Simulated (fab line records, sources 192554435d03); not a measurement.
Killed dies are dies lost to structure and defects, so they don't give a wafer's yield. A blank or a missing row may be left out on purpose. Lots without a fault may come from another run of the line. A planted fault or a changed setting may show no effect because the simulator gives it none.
A struck lot beside a sound one | flow n5_finfet | 34 steps out of a route of 1938
Sound: wafers L693.1, L693.3, L693.4. Struck: wafers L703.1, L703.4, L703.5. The cause comes at the end.
At each step with rows: each side's tool, then ch and its chambers, then its first start. Under that, the readings that differ: sound wafers | struck wafers | difference of the means | sigmas: that difference in standard deviations of wafers without a fault.
alike: readings whose means differ by less than 2 such deviations, and words and numbers that are the same on both sides. not compared: withheld readings, readings that some wafer has no value for, bounds like >300 that may hide the same value, and numbers for which the record gives no deviation and whose values overlap.
The two part at a step that has a row with sigmas, a row that says differs or no value, or rows on one side only. Numbers that don't overlap but have no deviation are shown without sigmas and don't part them. A reading that every wafer of one side lacks parts them only if that side has two wafers or more.

first, 9 steps without rows for these wafers: N5_BEOL_M7_DEVELOP_27 (develop time 30 s); N5_BEOL_M7_DESCUM_33 (chemistry O2, time 7 s); N5_BEOL_M7_ETCH_72 (etches underlayer in N2/H2, target depth 6.5 nm, time 5.2 s); N5_BEOL_M7_ETCH_65 (etches SiARC in CF4, target depth 15.6 nm, time 26 s); N5_BEOL_M7_ETCH_66 (etches SOC in N2/H2, target depth 80 nm, overetch 16 nm, time 120 s); N5_BEOL_M7_STRIP_69 (strips in N2/H2); N5_BEOL_M7_STRIP_73 (strips in N2/H2); N5_BEOL_M7_VIA_ETCH_34 (etches SiCOH lowk in C4F6/O2, target depth 125.5 nm, time 50.5 s); N5_BEOL_M7_STRIP_76 (strips in C4F6/O2).
N5_BEOL_M7_STRIP_36: strips in N2/H2.
  sound on rie_diel-02 ch 0,1,2, day 9 15:00; struck on rie_diel-02 ch 0,1,3, day 12 10:00
  alike: drypump_motor_current_A, oes_product_au, rf_vpp_V, showerhead_plenum_p_Torr, throttle_valve_pct
  not compared: rf_hours_counter_h
then, 23 steps without rows for these wafers: N5_BEOL_M7_TRENCH_ETCH_37 (etches SiCOH lowk in C4F6/O2, target depth 93.478 nm, time 31.2 s); N5_BEOL_M7_ETCH_41 (etches SiCN in CH3F/O2, target depth 31.9 nm, time 57.8 s); N5_BEOL_M7_STRIP_80 (strips in N2/H2, time 10 s); N5_BEOL_M7_HM_STRIP_39 (strips TiN in peroxide tin strip, target depth 25 nm, time 158 s); N5_BEOL_M7_SRD_40 (time 30 s); N5_BEOL_M7_PRECLEAN_42 (cleans in residue remover, time 60 s); N5_BEOL_M7_SRD_43 (time 30 s); N5_BEOL_M7_CURE_75 (cures SiCOH lowk, time 120 s); N5_BEOL_M7_DEGAS_44 (time 60 s); N5_BEOL_M7_PRE_CLEAN_45 (time 30 s); N5_BEOL_M7_ALD_77 (deposits TaN, target thk 2 nm, pulse time 2 s, purge time 3 s); N5_BEOL_M7_SURFACE_TREAT_79; N5_BEOL_M7_CVD_78 (deposits Co from CCTBA/H2, target thk 2 nm, time 142.3 s); N5_BEOL_M7_SPUTTER_48 (material Cu, target thk 10 nm, time 1.667 s); N5_BEOL_M7_ECD_50 (material Cu, target thk 300 nm); N5_BEOL_M7_ANNEAL_51 (time 90 s); N5_BEOL_M7_CMP_52 (polishes, stops on SiCOH lowk, t overpolish 6.9 s, target thk 80 nm); N5_BEOL_M7_PRE_CLEAN_55 (time 15 s); N5_BEOL_M7_DEP_56 (deposits SiCN from 3MS/NH3, target thk 10 nm, time 17.5 s); N5_BEOL_M8_ILD_DEP_00 (deposits SiCOH lowk from DEMS/porogen, target thk 179.75 nm, time 33.4 s); N5_BEOL_M8_CURE_74 (cures SiCOH lowk, time 240 s); N5_BEOL_M8_PECVD_70 (deposits SiO2 from TEOS/O2, target thk 20 nm, time 22.7 s); N5_BEOL_M8_HM_DEP_02 (deposits TiN, target thk 20 nm).
-- the record jumps here: 3 days lie between the struck wafers' starts before and after (it left off in module BEOL_M8 and takes up again in module PASSIVATION, whose first step shown is number 1936 of the route) --
N5_PASSIVATION_PROBE_49:
  the record has rows for the struck wafers here (prober-01, day 15 11:38) and none for the sound ones

WHERE THEY PART
Only at N5_PASSIVATION_PROBE_49, within this record.

WHY: what the simulator had put in
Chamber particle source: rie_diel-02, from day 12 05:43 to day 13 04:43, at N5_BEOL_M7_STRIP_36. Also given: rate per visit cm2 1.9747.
